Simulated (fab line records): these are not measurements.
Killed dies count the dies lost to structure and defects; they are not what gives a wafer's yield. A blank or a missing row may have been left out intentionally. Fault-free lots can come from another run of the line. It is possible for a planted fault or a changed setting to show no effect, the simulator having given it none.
Chamber matching + flow nand harc + NHARC_A_CONTACT_CMP_20 on cmp-03: 4 sister chambers
The step polishes, t overpolish 30 s, target thk 300 nm. 8 wafers are shown with their chamber, then 10 later ones without.

## WAFERS PAIRED WITH THEIR CHAMBERS
| wafer  | chamber | motor current A (A) | overpolish run s (s) |
|--------|---------|---------------------|----------------------|
| L079.5 | 2       | 12.1                | 29.997               |
| L080.5 | 2       | 11.8                | 30.011               |
| L083.2 | 1       | 13.5                | 30.002               |
| L086.1 | 0       | 11.3                | 30.012               |
| L086.3 | 3       | 13.5                | 30.025               |
| L086.4 | 1       | 12.3                | 30.000               |
| L093.1 | 0       | 11.1                | 29.998               |
| L093.3 | 3       | 12.7                | 30.003               |

## WAFERS WITHOUT THEIR CHAMBER
| wafer  | motor current A (A) | overpolish run s (s) |
|--------|---------------------|----------------------|
| L093.6 | 13.3                | 30.010               |
| L095.1 | 12.5                | 30.007               |
| L095.4 | 12.6                | 29.994               |
| L095.5 | 13.0                | 30.001               |
| L096.1 | 13.3                | 30.008               |
| L096.2 | 12.3                | 30.006               |
| L096.6 | 11.7                | 29.991               |
| L097.2 | 11.7                | 29.998               |
| L097.3 | 12.5                | 30.000               |
| L097.6 | 11.1                | 29.994               |

## WHICH CHAMBER EACH WENT THROUGH
| wafer  | from the rows above               | in truth |
|--------|-----------------------------------|----------|
| L093.6 | can't be placed: 3 or 1           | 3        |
| L095.1 | can't be placed: 1 or 2 or 3 or 0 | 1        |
| L095.4 | can't be placed: 1 or 2 or 3 or 0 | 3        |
| L095.5 | can't be placed: 1 or 3 or 2      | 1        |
| L096.1 | can't be placed: 3 or 1 or 2      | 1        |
| L096.2 | can't be placed: 2 or 1 or 3 or 0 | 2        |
| L096.6 | can't be placed: 2 or 0 or 1      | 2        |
| L097.2 | can't be placed: 2 or 0 or 1      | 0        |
| L097.3 | can't be placed: 1 or 2 or 3 or 0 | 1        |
| L097.6 | can't be placed: 0 or 2           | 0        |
Correctly placed: 0 of 10. Can't be placed from these rows: 10 (the true chamber is among the candidates in 10). Placed wrongly: 0.
How it was worked out, from the rows above alone: a wafer's distance from a chamber is the root of the sum, over the readings, of the square of ((its reading less the chamber's mean) divided by the reading's scatter). The wafer belongs to the nearest chamber; if the next one is less than 2 further off, it can't be placed. Each chamber's mean is taken over the wafers shown for it. The scatter: take each reading less its chamber's mean, square it, sum over the shown wafers, divide by the number of wafers less the number of chambers, and take the root.
